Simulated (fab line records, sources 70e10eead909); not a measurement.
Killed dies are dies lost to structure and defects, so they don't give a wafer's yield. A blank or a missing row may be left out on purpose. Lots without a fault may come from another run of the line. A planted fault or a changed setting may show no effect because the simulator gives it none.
fab line records | flow nand_harc
record lots=7 wafers=21 last_day=32
route steps=1302 shown A_BONDPAD@1219
lots that met no fault: from a run of the same line without faults
start_h: hours from the record's first day to the start of the lot's first wafer shown | wait_h: hours since the lot's step before | " the same as in the row above | L1.1+2: a row that stands for several wafers | - no value, or no start given | * or withheld: withheld | < > ~ a bound
route shown NAME@n: a module of which the file shows steps, and the number in the route of the first | usual: mean/standard deviation of fault-free wafers | same: alike in all rows | chamber/n: place in a boat | sites: the reading at each site | _std_site: their standard deviation | _edge_site: outer sites' mean less inner sites' | radius_mm: how far each site lies from the wafer's centre | mask NAME#n: copy n | behind: the tool/chamber that last shaped the wafer | hold: why the lot was held/for how many hours/how that ended | device: the transistor (n, p or np) that didn't switch | end of line: the same wafers' tests at the end of the route | a step without rows: its recipe alone | killed: dies lost to structure and defects at the first sort, not the wafer's yield | map: a wafer's dies, x killed, . not, _ none there
set.NAME: the setting as run; set.NAME@STEP: as run at that earlier step | model.NAME: the simulator's own value behind a step, which no gauge read
lots at some steps of the route; a table a step, a row a wafer
services: from which hour (start_h, from the record's first day; less than 0 if before it) a tool's chamber was out of use, for how many hours, and why
## steps
# step NHARC_A_BONDPAD_ETCH_34
# recipe target_depth_a=600 overetch_a=180 time_s=65.91 ion_energy_ev=200 n2_flow_sccm=150 h2_flow_sccm=150 ar_flow_sccm=0 rf_w=400 bias_w=150 chemistry=N2/H2
# usual drypump_motor_current_A=5.6/0.37 h2_flow_sccm=150.0/0.45 oes_product_au=0.998/0.0066 rf_vpp_V=431/3.1 showerhead_plenum_p_Torr=2.06/0.11 throttle_valve_pct=14.171/0.009
# columns lot.wafer tool chamber start_h wait_h drypump_motor_current_A h2_flow_sccm oes_product_au rf_hours_counter_h rf_vpp_V showerhead_plenum_p_Torr throttle_valve_pct
L209.4 rie_diel-05 2 551.16 0.1 6.0 150.2 0.996 3 431 2.05 14.171
L209.2 " 3 " " 5.1 149.5 1.005 3 426 1.91 14.177
L209.3 " 0 " " 5.3 150.3 1.007 4 434 2.18 14.180
L215.3 rie_diel-08 1 618.98 0.1 6.0 149.2 1.001 18 436 2.19 14.166
L215.2 " 3 " " 5.2 149.7 0.994 17 429 2.02 14.171
L215.4 " 0 " " 5.4 150.5 0.990 15 427 1.91 14.160
L214.4 rie_diel-05 3 622.27 0.1 5.1 150.2 1.005 1 427 1.91 14.167
L214.6 " 1 " " 5.7 149.7 0.981 - 432 2.12 14.172
L214.5 " 2 " " 6.0 149.3 0.981 - 430 2.05 14.169
L217.3 rie_diel-03 2 624.46 0.1 6.0 149.9 1.002 24 425 1.87 14.183
L217.1 " 3 " " 6.2 150.0 1.003 25 429 2.02 14.159
L217.5 " 2 " " 6.0 150.3 1.005 - 425 1.87 14.176
L225.4 rie_diel-05 0 718.52 0.1 5.3 150.0 0.998 3 433 2.18 14.180
L225.1 " 1 " " 5.7 150.2 1.006 4 432 2.12 14.169
L225.6 " 3 " " 5.1 149.8 1.008 - 426 1.91 14.155
L224.1 rie_diel-08 1 720.05 0.1 6.0 150.0 0.998 51 435 2.18 14.174
L224.2 " 0 " " 5.4 149.9 0.987 52 426 1.90 14.159
L224.6 " 2 " " 5.2 150.2 0.993 - 425 1.91 14.165
L226.1 rie_diel-05 0 733.65 0.1 5.3 150.6 0.999 4 434 2.18 14.169
L226.5 " 1 " " 5.7 149.6 0.994 - 432 2.12 14.163
L226.6 " 0 " " 5.2 150.3 1.002 - 435 2.18 14.166
# step NHARC_A_BONDPAD_ETCH_12
# recipe target_depth_a=2200 time_s=110 chf3_flow_sccm=50 o2_flow_sccm=10 ar_flow_sccm=200 rf_w=500 bias_w=200 chemistry=CHF3/O2
# usual drypump_motor_current_A=5.6/0.39 oes_product_au=0.946/0.021 rf_vpp_V=371.0/2.7 showerhead_plenum_p_Torr=2.42/0.12 throttle_valve_pct=20.571/0.0085
# columns lot.wafer tool chamber start_h wait_h drypump_motor_current_A oes_product_au rf_hours_counter_h rf_vpp_V showerhead_plenum_p_Torr throttle_valve_pct
L209.3 rie_diel-05 3 - - 5.1 0.946 3 368.4 2.26 20.570
L209.2 " 0 " " 5.2 0.968 4 373.8 2.56 20.566
L209.4 " 2 " " 5.9 0.954 3 370.4 2.41 20.565
L215.2 rie_diel-08 1 - - 6.0 0.924 18 374.7 2.57 20.586
L215.4 " 2 " " 5.2 0.929 19 366.5 2.27 20.579
L215.3 " 0 " " 5.4 0.917 15 367.4 2.26 20.572
L214.4 rie_diel-05 3 - - 5.1 0.954 1 367.1 2.26 20.568
L214.6 " 1 " " 5.7 0.957 - 371.1 2.49 20.578
L214.5 " 2 " " 5.9 0.940 - 370.1 2.41 20.557
L217.1 rie_diel-03 2 - - 6.0 0.934 24 365.7 2.22 20.567
L217.3 " 3 " " 6.2 0.930 25 369.7 2.38 20.589
L217.5 " 0 " " 5.1 0.937 - 375.3 2.59 20.561
L225.1 rie_diel-05 3 - - 5.1 0.935 3 368.3 2.26 20.567
L225.4 " 0 " " 5.3 0.938 3 373.7 2.55 20.583
L225.6 " 2 " " 5.9 0.934 - 371.0 2.41 20.569
L224.2 rie_diel-08 1 - - 6.0 0.934 51 373.2 2.55 20.560
L224.1 " 2 " " 5.2 0.917 54 366.8 2.25 20.560
L224.6 " 0 " " 5.4 0.915 - 366.6 2.25 20.583
L226.1 rie_diel-05 1 - - 5.7 0.927 4 372.7 2.49 20.569
L226.6 " 1 " " 5.7 0.927 - 372.0 2.49 20.565
L226.5 " 2 " " 6.0 0.921 - 370.7 2.41 20.573
# step NHARC_A_BONDPAD_CD_MEAS_13
# usual cd_nm=498.8/1.4
# columns lot.wafer tool chamber start_h wait_h cd_nm
L209.2 cd_sem-01 - 551.40 - 499.2
L209.3 " - " " 497.6
L209.4 " - " " 499.6
L215.2 cd_sem-01 - 619.22 - 498.8
L215.3 " - " " 500.8
L215.4 " - " " 500.7
L214.4 cd_sem-01 - 622.49 - 497.7
L214.5 " - " " 500.1
L214.6 " - " " 498.1
L217.1 cd_sem-03 - 624.69 - 500.8
L217.3 " - " " 498.4
L217.5 " - " " 498.5
L225.1 cd_sem-02 - 718.74 - 496.5
L225.4 " - " " 497.6
L225.6 " - " " 499.2
L224.1 cd_sem-03 - 720.28 - 499.7
L224.2 " - " " 498.9
L224.6 " - " " 500.4
L226.1 cd_sem-02 - 733.89 - 497.8
L226.5 " - " " 497.1
L226.6 " - " " 496.4
# step NHARC_A_BONDPAD_STRIP_15
# recipe o2_flow_sccm=500 ar_flow_sccm=0 bias_w=0 chemistry=O2
# step NHARC_A_BONDPAD_ETCH_24
# recipe target_depth_a=300 over_etch_frac=0.3 time_s=72.99 ion_energy_ev=150 cf4_flow_sccm=50 n2_flow_sccm=100 ar_flow_sccm=150 rf_w=300 bias_w=100 chemistry=CF4/N2
# usual drypump_motor_current_A=5.6/0.45 oes_product_au=0.998/0.0068 rf_vpp_V=314.3/2.5 showerhead_plenum_p_Torr=2.64/0.13 throttle_valve_pct=19.794/0.0079
# same over_etch_frac=0.3
# columns lot.wafer tool chamber start_h wait_h drypump_motor_current_A oes_product_au rf_hours_counter_h rf_vpp_V showerhead_plenum_p_Torr throttle_valve_pct
L209.3 rie_diel-03 2 - - 6.0 0.998 13 310.9 2.43 19.785
L209.2 " 3 " " 6.2 1.009 12 312.8 2.61 19.799
L209.4 " 0 " " 5.1 1.000 15 316.4 2.83 19.803
L215.3 rie_diel-05 0 - - 5.2 0.997 1 316.9 2.79 19.796
L215.2 " 1 " " 5.7 0.995 1 315.1 2.72 19.802
L215.4 " 3 " " 5.1 1.005 1 311.9 2.47 19.786
L214.4 rie_diel-05 3 - - 5.1 0.998 1 310.8 2.47 19.793
L214.5 " 3 " " 5.1 0.998 - 310.4 2.47 19.805
L214.6 " 0 " " 5.3 0.993 - 318.4 2.79 19.804
L217.1 rie_diel-03 1 - - 6.7 0.988 27 310.2 2.47 19.790
L217.3 " 3 " " 6.2 0.993 25 312.7 2.60 19.792
L217.5 " 0 " " 5.1 0.996 - 315.5 2.83 19.783
L225.1 rie_diel-05 2 - - 6.0 0.994 3 313.0 2.63 19.797
L225.4 " 3 " " 5.1 0.996 3 311.6 2.47 19.791
L225.6 " 2 " " 6.0 0.986 - 312.9 2.63 19.802
L224.2 rie_diel-05 1 - - 5.7 1.002 4 317.3 2.72 19.788
L224.1 " 0 " " 5.3 1.001 4 316.9 2.79 19.804
L224.6 " 2 " " 5.9 0.999 - 314.2 2.63 19.793
L226.1 rie_diel-05 0 734.17 0.1 5.2 1.004 4 317.9 2.79 19.788
L226.6 " 0 " " 5.3 1.000 - 317.8 2.79 19.795
L226.5 " 2 " " 6.0 1.001 - 315.1 2.63 19.780
# step NHARC_A_BONDPAD_STRIP_16
# recipe time_s=600 temp_c=30 chemistry=post_etch_residue_remover
# step NHARC_A_BONDPAD_DEGAS_25
# recipe temp_c=300 time_s=60
# usual heater_power_w=511/40
# columns lot.wafer tool chamber start_h wait_h heater_power_w
L209.2 pvd_sputter-03 - 552.02 - 500
L209.4 " - " " 504
L209.3 " - " " 531
L215.3 pvd_sputter-03 - 619.86 - 485
L215.2 " - " " 518
L215.4 " - " " 509
L214.4 pvd_sputter-02 - 623.12 - 462
L214.6 " - " " 520
L214.5 " - " " 466
L217.3 pvd_sputter-02 - 625.32 - 509
L217.1 " - " " 473
L217.5 " - " " 529
L225.4 pvd_sputter-03 - 719.36 - 487
L225.1 " - " " 520
L225.6 " - " " 526
L224.1 pvd_sputter-02 - 720.92 - 547
L224.2 " - " " 500
L224.6 " - " " 557
L226.1 pvd_sputter-02 - 734.60 - 570
L226.5 " - " " 560
L226.6 " - " " 443
# step NHARC_A_BONDPAD_PRE_CLEAN_26
# recipe time_s=30 temp_c=280 gas=H2/He
# usual heater_power_w=451/36
# columns lot.wafer tool chamber start_h wait_h heater_power_w
L209.2 pvd_sputter-03 - - - 465
L209.4 " - " " 475
L209.3 " - " " 439
L215.4 pvd_sputter-03 - - - 447
L215.3 " - " " 449
L215.2 " - " " 454
L214.4 pvd_sputter-02 - - - 403
L214.6 " - " " 439
L214.5 " - " " 459
L217.1 pvd_sputter-02 - - - 434
L217.3 " - " " 462
L217.5 " - " " 468
L225.4 pvd_sputter-03 - - - 422
L225.1 " - " " 440
L225.6 " - " " 430
L224.1 pvd_sputter-02 - - - 493
L224.2 " - " " 437
L224.6 " - " " 493
L226.1 pvd_sputter-02 - - - 379
L226.5 " - " " 479
L226.6 " - " " 376
# step NHARC_A_BONDPAD_PVD_17
# recipe target_thk_a=50 bias_v=168.6 power_w=15000 chamber_pressure_pa=0.12 time_s=8.06 substrate_temp_c=50 material=TaN
# step NHARC_A_BONDPAD_PVD_27
# recipe target_thk_a=300 chamber_pressure_pa=5 power_w=5000 substrate_temp_c=30 time_s=20.49 material=Cu
# step NHARC_A_BONDPAD_ECD_18
# recipe target_thk_a=4000 bath_temp_c=25 material=Cu
# step NHARC_A_BONDPAD_ANNEAL_28
# recipe temp_c=225 time_s=90
# step NHARC_A_BONDPAD_CMP_19
# recipe t_overpolish_s=30 cu_recess_touch_s=16 target_thk_nm=169.82
# usual cu_recess_touch_s=16/0 edge_zone_pressure_frac=1.000/0.0052 motor_current_A=11.6/1 overpolish_run_s=29.999/0.0089
# columns lot.wafer tool chamber start_h wait_h cu_recess_touch_s edge_zone_pressure_frac motor_current_A overpolish_run_s
L209.3 cmp-04 3 553.10 - 16 0.996 10.6 30.003
L209.4 " 0 " " 16 0.984 12.2 29.995
L209.2 " 2 " " 16 1.002 11.5 29.997
L215.4 cmp-02 1 620.98 - - - - -
L215.3 " 2 " " - - - -
L215.2 " 3 " " - - - -
L214.4 cmp-02 0 624.33 - - - - -
L214.5 " 0 " " - - - -
L214.6 " 1 " " - - - -
L217.3 cmp-04 2 626.57 - - - - -
L217.1 " 3 " " - - - -
L217.5 " 0 " " - - - -
L225.1 cmp-04 3 720.48 - 16 1.001 10.6 29.995
L225.4 " 0 " " 16 0.995 12.0 29.998
L225.6 " 2 " " 16 0.992 11.7 29.996
L224.1 cmp-03 2 721.99 - 16 0.999 10.3 29.995
L224.2 " 3 " " 16 1.004 11.2 29.990
L224.6 " 2 " " 16 1.002 10.4 30.009
L226.1 cmp-03 0 735.75 - 16 0.999 12.0 30.001
L226.6 " 2 " " 16 1.008 11.3 30.010
L226.5 " 3 " " 16 0.993 11.2 30.000
# step NHARC_A_BONDPAD_THK_MEAS_20
# recipe thk_meas_gauge=xrf
# usual thk_nm=170.2/1.4
# columns lot.wafer tool chamber start_h wait_h thk_nm
L209.2 film_metro-02 - 553.43 - 167.0
L209.3 " - " " 170.4
L209.4 " - " " 170.2
L215.2 film_metro-01 - 621.27 0.2 391.6
L215.3 " - " " 396.4
L215.4 " - " " 397.5
L214.4 film_metro-02 - 624.66 0.3 403.3
L214.5 " - " " 400.9
L214.6 " - " " 408.8
L217.1 film_metro-02 - 626.84 0.2 401.9
L217.3 " - " " 401.3
L217.5 " - " " 400.8
L225.1 film_metro-02 - 720.76 - 171.6
L225.4 " - " " 170.4
L225.6 " - " " 169.6
L224.1 film_metro-01 - 722.31 - 171.3
L224.2 " - " " 170.1
L224.6 " - " " 170.1
L226.1 film_metro-02 - 736.01 - 169.3
L226.5 " - " " 169.9
L226.6 " - " " 171.4
# step NHARC_A_BONDPAD_SRD_21
# recipe time_s=30 temp_c=23 dry_time_s=20 spin_rpm=1500
# step NHARC_A_BONDPAD_INSPECT_23
# usual raw_defect_count=547/130
# columns lot.wafer tool chamber start_h wait_h raw_defect_count
L209.2 defect_inspect-02 - 553.63 0.0 744
L209.3 " - " " 547
L209.4 " - " " 465
L215.2 defect_inspect-02 - 621.48 0.0 3366
L215.3 " - " " 3393
L215.4 " - " " 3314
L214.4 defect_inspect-01 - 624.88 0.0 3234
L214.5 " - " " 3203
L214.6 " - " " 3271
L217.1 defect_inspect-01 - 627.06 0.0 3188
L217.3 " - " " 3174
L217.5 " - " " 3231
L225.1 defect_inspect-01 - 720.97 0.0 848
L225.4 " - " " 565
L225.6 " - " " 498
L224.1 defect_inspect-02 - 722.54 0.0 561
L224.2 " - " " 531
L224.6 " - " " 599
L226.1 defect_inspect-01 - 736.22 0.0 471
L226.5 " - " " 497
L226.6 " - " " 416
## services
# columns tool chamber start_h hours kind
pvd_sputter-03 - 528.49 1.9 repair
cmp-03 - 554.00 4.0 pm
rie_diel-05 - 583.60 9.0 pm
cmp-04 - 590.75 2.5 repair
cmp-04 - 601.00 4.0 pm
rie_diel-03 2 608.39 14.6 repair
cmp-02 - 617.47 0.8 repair
cmp-02 - 624.51 4.0 pm
rie_diel-03 - 635.52 9.0 pm
cmp-04 - 641.33 1.7 repair
pvd_sputter-02 - 642.53 10.0 pm
cmp-03 - 652.00 4.0 pm
cmp-02 - 653.37 2.1 repair
pvd_sputter-03 - 674.29 7.3 repair
rie_diel-08 3 694.65 5.5 repair
cmp-04 - 699.00 4.0 pm
rie_diel-05 2 699.08 6.5 repair
pvd_sputter-03 - 704.04 10.0 pm
rie_diel-08 - 721.83 9.0 pm
cmp-02 - 722.51 4.0 pm
cmp-04 - 725.40 0.4 repair
rie_diel-05 3 728.78 8.1 repair
rie_diel-05 - 730.86 0.4 repair
cmp-04 - 732.60 6.3 repair
## key
first_sign step=NHARC_A_BONDPAD_CMP_19 reading=tool_record direction=missing
effect step=NHARC_A_BONDPAD_THK_MEAS_20 reading=thk_nm direction=up sigmas=99+ usual=170.2 struck=400.3
effect step=NHARC_A_BONDPAD_INSPECT_23 reading=raw_defect_count direction=up sigmas=20 usual=547 struck=3264
met_at NHARC_A_BONDPAD_CMP_19
struck_wafers L214.4,L214.5,L214.6,L215.2,L215.3,L215.4,L217.1,L217.3,L217.5
later_rows_left_out L214.4,L214.5,L214.6,L215.2,L215.3,L215.4,L217.1,L217.3,L217.5
sort_left_out L214.4,L214.5,L214.6,L215.2,L215.3,L215.4,L217.1,L217.3,L217.5
onset_between 553.10 620.98
fault kind=skipped_step_whole tool=cmp-02,cmp-04 chamber=- onset_h=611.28 steps=NHARC_A_BONDPAD_CMP_19 scope=struck_lots_only
# sort_left_out: the simulated sort isn't trusted on such a fault, so these wafers' sort isn't shown, and their yield isn't known
# later_rows_left_out: the simulator's readings of these wafers behind a module that went badly wrong aren't trusted and aren't shown, but for the sort
